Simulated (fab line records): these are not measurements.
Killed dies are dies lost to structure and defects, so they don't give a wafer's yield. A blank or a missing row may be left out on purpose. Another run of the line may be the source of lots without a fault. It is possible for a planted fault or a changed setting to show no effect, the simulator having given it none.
Matching of chambers | flow nandHarc | NHARC_P_M1_CMP_23 on cmp-03 has 4 sister chambers
The step polishes, t overpolish 20 s, target thk 157.82 nm. 4 wafers are shown with their chamber, then 8 later ones without.

## WAFERS WITH THEIR CHAMBER
wafer  | chamber | motorCurrentA (A)
L084.6 | 1       | 13.7
L089.1 | 3       | 11.0
L089.2 | 2       | 10.3
L093.1 | 0       | 14.6

## WAFERS WITH NO CHAMBER GIVEN
wafer  | motorCurrentA (A)
L093.3 | 11.0
L093.5 | 14.1
L095.2 | 10.8
L095.3 | 13.8
L095.6 | 11.1
L096.1 | 10.9
L096.2 | 13.8
L096.4 | 13.3

## THE CHAMBER EACH PASSED THROUGH
wafer  | from the rows above     | in truth
L093.3 | 3                       | 3
L093.5 | can't be placed: 1 or 0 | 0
L095.2 | can't be placed: 3 or 2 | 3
L095.3 | 1                       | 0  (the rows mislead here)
L095.6 | 3                       | 3
L096.1 | 3                       | 3
L096.2 | 1                       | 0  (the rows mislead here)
L096.4 | 1                       | 1
Correctly placed: 4 of 8. These rows do not allow placing 2 (true chamber among the candidates in 2). Number placed wrongly: 2.
How it was worked out, from the rows above alone: a wafer's distance from a chamber is the root of the sum, over the readings, of the square of ((its reading less the chamber's mean) divided by the reading's scatter). If the next closest chamber is less than 2 further off than the closest, the wafer can't be placed; otherwise it belongs to the closest. The mean given for a chamber averages the wafers shown for that chamber. The scatter (one wafer shown for each chamber): square how far every hidden wafer sits from the nearest shown wafer, average those squares and take the square root.
